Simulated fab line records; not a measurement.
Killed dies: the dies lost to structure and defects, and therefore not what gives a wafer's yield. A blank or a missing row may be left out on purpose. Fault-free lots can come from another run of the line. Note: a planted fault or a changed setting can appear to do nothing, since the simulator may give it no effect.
The tool behind it: which one? | flow n5 finfet | 24 lots with 72 wafers sampled at 3 steps, on a route of 1938 steps

WHAT EACH GAUGE READ, for each wafer
N5_BEOL_M3_CD_MEAS_35: target cd 18 nm, target cd y 21 nm.
lot  | measured     | on        | cd nm (nm)
L074 | day 7 20:28  | cd sem-01 | 18.48 17.88 17.71
L075 | day 8 09:22  | cd sem-03 | 18.11 17.74 17.97
L077 | day 8 14:19  | cd sem-03 | 17.69 18.14 17.44
L078 | day 8 20:38  | cd sem-03 | 17.85 17.81 18.49
L076 | day 8 15:16  | cd sem-01 | 18.00 17.68 17.87
L079 | day 8 20:43  | cd sem-03 | 18.05 18.14 18.28
L080 | day 9 00:56  | cd sem-01 | 17.70 17.86 17.85
L081 | day 9 09:46  | cd sem-01 | 18.00 17.85 17.34
L083 | day 9 14:51  | cd sem-03 | 17.83 18.22 17.83
L082 | day 10 04:58 | cd sem-02 | 18.03 18.10 17.56
L084 | day 10 15:34 | cd sem-01 | 17.51 17.55 17.93
L085 | day 10 19:55 | cd sem-03 | 18.31 17.91 18.00
L086 | day 10 23:48 | cd sem-02 | 17.99 18.11 17.74
L087 | day 11 06:43 | cd sem-03 | 17.94 18.30 18.31
L089 | day 11 06:51 | cd sem-02 | 17.90 17.97 18.09
L088 | day 11 10:13 | cd sem-02 | 18.08 18.00 18.06
L090 | day 11 13:39 | cd sem-01 | 18.17 17.83 18.66
L092 | day 11 20:07 | cd sem-02 | 17.42 18.21 17.90
L091 | day 12 10:00 | cd sem-02 | 18.05 18.57 18.12
L093 | day 12 19:35 | cd sem-03 | 17.78 17.73 17.39
L094 | day 12 15:15 | cd sem-02 | 18.35 18.16 18.35
L095 | day 12 23:01 | cd sem-01 | 18.19 18.07 18.29
L096 | day 13 09:22 | cd sem-02 | 18.29 18.41 18.58
L097 | day 13 19:02 | cd sem-03 | 17.94 17.76 17.88

WHICH TOOL RAN EACH LOT (tool, then ch and the chambers of the sampled wafers, then the start)
lot  | N5_BEOL_M2_ETCH_77                 | N5_BEOL_M3_STRIP_19
L074 | rie diel-01 ch 0,1,3, day 7 03:52  | rie diel-02 ch 0,2,3, day 7 17:48
L075 | rie diel-01 ch 1,2,3, day 7 10:40  | rie diel-02 ch 1,2, day 7 21:01
L077 | rie diel-04 ch 0,3, day 7 14:31    | rie diel-02 ch 2,3, day 8 01:03
L078 | rie diel-04 ch 2,3, day 7 15:41    | rie diel-06 ch 0,1,2, day 8 07:14
L076 | rie diel-01 ch 0,1,2, day 7 17:31  | rie diel-02 ch 0,1,2, day 8 02:14
L079 | rie diel-01 ch 0,1,3, day 7 21:18  | rie diel-02 ch 0,1,2, day 8 08:22
L080 | rie diel-03 ch 1,2,3, day 7 22:16  | rie diel-02 ch 2,3, day 8 11:11
L081 | rie diel-01 ch 0,1,3, day 8 14:52  | rie diel-05 ch 0,2,3, day 9 01:22
L083 | rie diel-01 ch 1,2,3, day 8 22:30  | rie diel-02 ch 1,2, day 9 08:16
L082 | rie diel-03 ch 2,3, day 9 01:53    | rie diel-06 ch 0,1,3, day 9 15:57
L084 | rie diel-04 ch 2,3, day 9 06:13    | rie diel-06 ch 1,2,3, day 10 13:46
L085 | rie diel-03 ch 0,2, day 9 10:42    | rie diel-05 ch 0,1,3, day 10 15:47
L086 | rie diel-04 ch 0,1,3, day 9 16:38  | rie diel-02 ch 1,3, day 10 16:52
L087 | rie diel-03 ch 0,1, day 9 23:58    | rie diel-06 ch 0,2,3, day 11 00:34
L089 | rie diel-04 ch 1,2,3, day 10 16:12 | rie diel-06 ch 1,2,3, day 11 01:28
L088 | rie diel-03 ch 1,2, day 10 16:39   | rie diel-06 ch 1,2, day 11 04:17
L090 | rie diel-04 ch 1,2,3, day 10 21:26 | rie diel-05 ch 0,1,2, day 11 04:29
L092 | rie diel-01 ch 0,2,3, day 11 01:30 | rie diel-02 ch 0,2,3, day 11 18:16
L091 | rie diel-01 ch 0,2,3, day 11 10:35 | rie diel-06 ch 1,2,3, day 11 22:26
L093 | rie diel-04 ch 1,3, day 11 14:49   | rie diel-02 ch 1,3, day 12 02:23
L094 | rie diel-04 ch 0,1,2, day 11 16:32 | rie diel-02 ch 0,2,3, day 12 04:50
L095 | rie diel-01 ch 0,3, day 11 18:21   | rie diel-05 ch 0,1, day 12 11:47
L096 | rie diel-04 ch 0,3, day 11 22:58   | rie diel-02 ch 0,2,3, day 12 20:29
L097 | rie diel-01 ch 0,1, day 13 02:36   | rie diel-06 ch 1,2, day 13 17:04
- N5_BEOL_M2_ETCH_77: etches underlayer in N2/H2, target depth 6.5 nm, time 5.2 s.
- N5_BEOL_M3_STRIP_19: strips in O2.

AS READ BY THE TOOLS THEMSELVES (means over the sampled wafers that have a number; for cases with no such wafer, the mark the record gives instead)
N5_BEOL_M2_ETCH_77.
lot  | tool        | drypump motor current A (A) | etch rf on time s (s) | h2 flow sccm (sccm) | n2 flow sccm (sccm) | oes product au (a.u.) | rf vpp V (V) | showerhead plenum p Torr (Torr) | throttle valve pct (%)
L074 | rie diel-01 | 5.9                         | 5.14                  | 199.4               | 199.6               | 0.65                  | 521.6        | 2.48                            | 17.81
L075 | rie diel-01 | 6.0                         | 5.21                  | 199.9               | 200.2               | 0.62                  | 522.5        | 2.50                            | 17.89
L077 | rie diel-04 | 5.6                         | 5.13                  | 200.2               | 200.3               | 0.74                  | 524.9        | 2.54                            | 17.59
L078 | rie diel-04 | 5.6                         | 5.20                  | 199.9               | 199.3               | 0.67                  | 527.3        | 2.65                            | 18.05
L076 | rie diel-01 | 6.1                         | 5.27                  | 200.0               | 199.6               | 0.63                  | 521.6        | 2.50                            | 17.78
L079 | rie diel-01 | 5.9                         | 5.14                  | 200.5               | 200.1               | 0.66                  | 521.9        | 2.48                            | 17.83
L080 | rie diel-03 | 6.0                         | 5.14                  | 200.6               | 200.6               | 0.71                  | 523.4        | 2.53                            | 17.91
L081 | rie diel-01 | 5.9                         | 5.16                  | 200.2               | 200.3               | 0.65                  | 522.2        | 2.47                            | 17.84
L083 | rie diel-01 | 5.9                         | 5.20                  | 200.1               | 199.9               | 0.61                  | 522.2        | 2.49                            | 17.92
L082 | rie diel-03 | 5.8                         | 5.18                  | 199.5               | 199.8               | 0.65                  | 523.7        | 2.51                            | 18.17
L084 | rie diel-04 | 5.7                         | 5.31                  | 199.8               | 199.9               | 0.68                  | 527.6        | 2.67                            | 17.95
L085 | rie diel-03 | 5.2                         | 5.18                  | 200.4               | 199.8               | 0.75                  | 524.9        | 2.55                            | 17.86
L086 | rie diel-04 | 5.8                         | 5.21                  | 199.3               | 200.6               | 0.72                  | 526.9        | 2.61                            | 17.75
L087 | rie diel-03 | 5.5                         | 5.10                  | 200.6               | 200.3               | 0.79                  | 521.8        | 2.50                            | 17.67
L089 | rie diel-04 | 5.8                         | 5.29                  | 199.4               | 200.2               | 0.68                  | 526.1        | 2.67                            | 18.00
L088 | rie diel-03 | 6.0                         | 5.09                  | 200.2               | 199.8               | 0.73                  | 524.0        | 2.54                            | 17.72
L090 | rie diel-04 | 5.8                         | 5.22                  | 200.2               | 200.5               | 0.67                  | 526.5        | 2.67                            | 18.00
L092 | rie diel-01 | 6.0                         | 5.21                  | 199.8               | 200.2               | 0.65                  | 521.4        | 2.47                            | 17.87
L091 | rie diel-01 | 6.0                         | 5.28                  | 199.9               | 199.4               | 0.63                  | 521.8        | 2.46                            | 17.87
L093 | rie diel-04 | 6.0                         | 5.25                  | 199.5               | 200.0               | 0.70                  | 528.7        | 2.69                            | 17.89
L094 | rie diel-04 | 5.8                         | 5.24                  | 199.3               | 200.1               | 0.67                  | 525.7        | 2.59                            | 17.89
L095 | rie diel-01 | 5.9                         | 5.06                  | 200.5               | 200.0               | 0.65                  | 521.0        | 2.44                            | 17.94
L096 | rie diel-04 | 5.5                         | 5.15                  | 199.8               | 200.0               | 0.69                  | 523.7        | 2.53                            | 17.65
L097 | rie diel-01 | 5.9                         | 5.17                  | 199.4               | 200.5               | 0.75                  | 521.7        | 2.48                            | 17.56

N5_BEOL_M3_STRIP_19.
lot  | tool        | drypump motor current A (A) | oes product au (a.u.) | rf vpp V (V) | showerhead plenum p Torr (Torr) | throttle valve pct (%)
L074 | rie diel-02 | 5.5                         | 0.75                  | 3.7          | 2.09                            | 16.68
L075 | rie diel-02 | 5.8                         | 0.79                  | 3.7          | 2.09                            | 16.70
L077 | rie diel-02 | 5.5                         | 0.76                  | 3.7          | 2.07                            | 16.72
L078 | rie diel-06 | 5.9                         | 0.77                  | 3.3          | 2.05                            | 16.94
L076 | rie diel-02 | 5.8                         | 0.76                  | 3.6          | 2.13                            | 16.77
L079 | rie diel-02 | 5.7                         | 0.76                  | 3.8          | 2.13                            | 16.76
L080 | rie diel-02 | 5.5                         | 0.76                  | 3.8          | 2.07                            | 16.71
L081 | rie diel-05 | 5.9                         | 0.79                  | 3.8          | 2.10                            | 16.53
L083 | rie diel-02 | 5.8                         | 0.78                  | 3.3          | 2.08                            | 16.73
L082 | rie diel-06 | 5.7                         | 0.84                  | 3.5          | 2.12                            | 16.68
L084 | rie diel-06 | 5.7                         | 0.81                  | 3.3          | 2.06                            | 16.80
L085 | rie diel-05 | 5.7                         | 0.83                  | 3.7          | 2.06                            | 16.55
L086 | rie diel-02 | 5.7                         | 0.75                  | 3.4          | 2.13                            | 16.89
L087 | rie diel-06 | 5.6                         | 0.82                  | 3.4          | 2.14                            | 16.68
L089 | rie diel-06 | 5.7                         | 0.79                  | 3.6          | 2.06                            | 16.81
L088 | rie diel-06 | 5.9                         | 0.72                  | 4.2          | 1.98                            | 17.10
L090 | rie diel-05 | 5.8                         | 0.75                  | 3.1          | 2.09                            | 16.60
L092 | rie diel-02 | 5.4                         | 0.82                  | 3.8          | 2.08                            | 16.58
L091 | rie diel-06 | 5.7                         | 0.79                  | 3.5          | 2.06                            | 16.83
L093 | rie diel-02 | 6.0                         | 0.75                  | 3.5          | 2.16                            | 16.98
L094 | rie diel-02 | 5.5                         | 0.82                  | 3.6          | 2.08                            | 16.58
L095 | rie diel-05 | 5.9                         | 0.75                  | 3.9          | 2.07                            | 16.65
L096 | rie diel-02 | 5.5                         | 0.80                  | 3.9          | 2.08                            | 16.59
L097 | rie diel-06 | 5.9                         | 0.70                  | 3.7          | 1.98                            | 17.13

THE ANSWER, worked out from the rows above alone
Rule: what is usual is taken from the lots themselves. Put in order of their means at a reading, lots are off if they are a third of the lots or fewer, leave a main group of 4 or more, and stand apart from it by a gap of 3 or more times the standard deviation of the main group's means; of several such gaps the widest counts. Not used: any main group whose means are identical at the precision the tables above print for the reading. Also off: a lot with no number at a reading for which 4 or more lots have one. Where the step has rows for the other lots, those lots are counted as sound. After the gauges, taken in route order, come the tools' own readings; for these a lot's mean is taken, as printed above. The first step at which some lot is off is used, and at that step the reading that is off furthest; a lot without a number counts as furthest.
No lot is off at any reading shown: from this, nothing can be told.

WHAT HAD BEEN PUT IN BY THE SIMULATOR
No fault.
